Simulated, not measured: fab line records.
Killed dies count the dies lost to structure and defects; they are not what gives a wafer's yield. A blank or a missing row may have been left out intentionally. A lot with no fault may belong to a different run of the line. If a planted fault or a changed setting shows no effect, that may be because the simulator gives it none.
Split-lot trial ; flow n5 finfet ; 21 wafers read across 7 lots, on a route 1938 steps long

## ABOUT THE SPLIT
At N5_BEOL_M2_DESCUM_33 (chemistry O2, time 7 s), the setting time s was moved away from the recipe's 7 s on 6 of the 21 wafers read, by -20.3% to +16.5%. The other wafers ran this setting at the recipe's value.

## FROM THE SPLIT TO THE READING: what the file shows between them, 3 steps
- N5_BEOL_M2_ETCH_77: etches underlayer in N2/H2, target depth 6.5 nm, time 5.2 s
- N5_BEOL_M2_ETCH_69: etches SiARC in CF4, target depth 15.6 nm, time 26 s
- N5_BEOL_M2_ALD_98: deposits SiO2, target thk 2.5 nm, pulse time 1 s, co reactant pulse time 1 s

## THE READING
CAR-EUV_of_BEOL_M2_COAT_22.thk nm (the simulator's own value, which no gauge read), in nm, at N5_BEOL_M2_ETCHBACK_99 (etches SiO2 in CHF3, target depth 5 nm, time 10.4 s). The file gives no usual value for it. Here, 15 wafers ran the recipe; their average is 10.4 nm with a standard deviation of 0.14 nm.

wafer;tool, chamber at the split;time s as run, s;against the recipe;CAR-EUV_of_BEOL_M2_COAT_22.thk nm, nm;against lot-mates on the recipe
L080.3;rie diel-01, 2,0,1;7;recipe;10.4;-
L080.5;rie diel-01, 2,0,1;7;recipe;10.6;-
L080.6;rie diel-01, 2,0,1;7;recipe;10.2;-
L082.4;rie diel-01, 0,1;8.153;+16.5%;10.2;no lot-mate on the recipe
L082.5;rie diel-01, 0;8.153;+16.5%;10.2;no lot-mate on the recipe
L082.6;rie diel-01, 0,1;8.153;+16.5%;10;no lot-mate on the recipe
L083.3;rie diel-04, 3,2,3;7;recipe;10.6;-
L083.5;rie diel-04, 3,2,3;7;recipe;10.6;-
L083.4;rie diel-04, 3,2,3;7;recipe;10.4;-
L084.1;rie diel-04, 2;7;recipe;10.4;-
L084.3;rie diel-04, 1;5.839;-16.6%;11.2;+0.8
L084.4;rie diel-04, 1;5.839;-16.6%;11;+0.6
L086.1;rie diel-04, 1,0,3;7;recipe;10.4;-
L086.6;rie diel-04, 1,0,3;7;recipe;10.4;-
L086.4;rie diel-04, 1,0,3;7;recipe;10.2;-
L092.1;rie diel-05, 0;5.577;-20.3%;11;+0.7
L092.3;rie diel-05, 2,3;7;recipe;10.4;-
L092.4;rie diel-05, 2,3;7;recipe;10.2;-
L097.2;rie diel-01, 1,2,1;7;recipe;10.4;-
L097.6;rie diel-01, 1,2,1;7;recipe;10.4;-
L097.4;rie diel-01, 1,2,1;7;recipe;10.6;-
If several chambers appear in one row, that row covers several wafers at once and the file leaves open which wafer was in which chamber.

THE FIT
A straight line over all 21 wafers: CAR-EUV_of_BEOL_M2_COAT_22.thk nm changes by -0.0272 nm for each +1% of time s; r = -0.86; the points scatter about the line by 0.16 nm.
The same after taking each lot's own level away (the mean of its wafers on the recipe; 18 wafers): -0.0388 nm for each +1%; r = -0.92; scatter 0.12 nm.
According to that fit, moving time s by its largest amount changes the reading by 0.79 nm.
The lots' own levels span 10.30 to 10.53 nm, that is 1.7 times the standard deviation above.
In other words, the slope is changed by the lot-to-lot level; the two fits disagree.
Check: with one of the wafers moved furthest among these (-20.3%) left out of the fit, the line predicts +0.858 nm for it against its lot-mates. It came out at +0.7 nm against them.

## FURTHER SPLITS ON THESE WAFERS
Note: prior to the reading, these wafers also went through further splits. Each is held against what the fit with the lots' levels taken away leaves over:
other split on the same wafers;wafers away from the commonest value;r with CAR-EUV_of_BEOL_M2_COAT_22.thk nm (lot level and that fit taken away)
N5_MOL_CONTACT_COAG_CVD_140 target thk a;10;-0.09
N5_BEOL_M0_SAQP_HM_DEP_02 target thk a;7;+0.07
N5_BEOL_M0_SAQP_ALD_48 ald cycles;8;+0.37
N5_BEOL_M0_CUTY_COAT_51 spin rpm;5;-0.15
N5_BEOL_M1_COAT_61 spin rpm;6;-0.10

## THE WHOLE CHAIN: every reading that the file lists as answering this split, in the file's order
step;what it does;reading;change (the file's fit);r (the file's)
N5_BEOL_M2_DESCUM_33;chemistry O2, time 7 s;CAR-EUV_of_BEOL_M2_COAT_22.thk nm (the simulator's own value, which no gauge read);-0.0405 nm for each +1% of the setting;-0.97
N5_BEOL_M2_ETCH_77;etches underlayer in N2/H2, target depth 6.5 nm, time 5.2 s;CAR-EUV_of_BEOL_M2_COAT_22.thk nm (the simulator's own value, which no gauge read);-0.0429 nm for each +1% of the setting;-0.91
N5_BEOL_M2_ETCHBACK_99;etches SiO2 in CHF3, target depth 5 nm, time 10.4 s;CAR-EUV_of_BEOL_M2_COAT_22.thk nm (the simulator's own value, which no gauge read);-0.0375 nm for each +1% of the setting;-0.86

## THE FILE'S OWN FIT
CAR-EUV_of_BEOL_M2_COAT_22.thk nm changes by -0.0375 nm for each +1% of time s, r = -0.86.
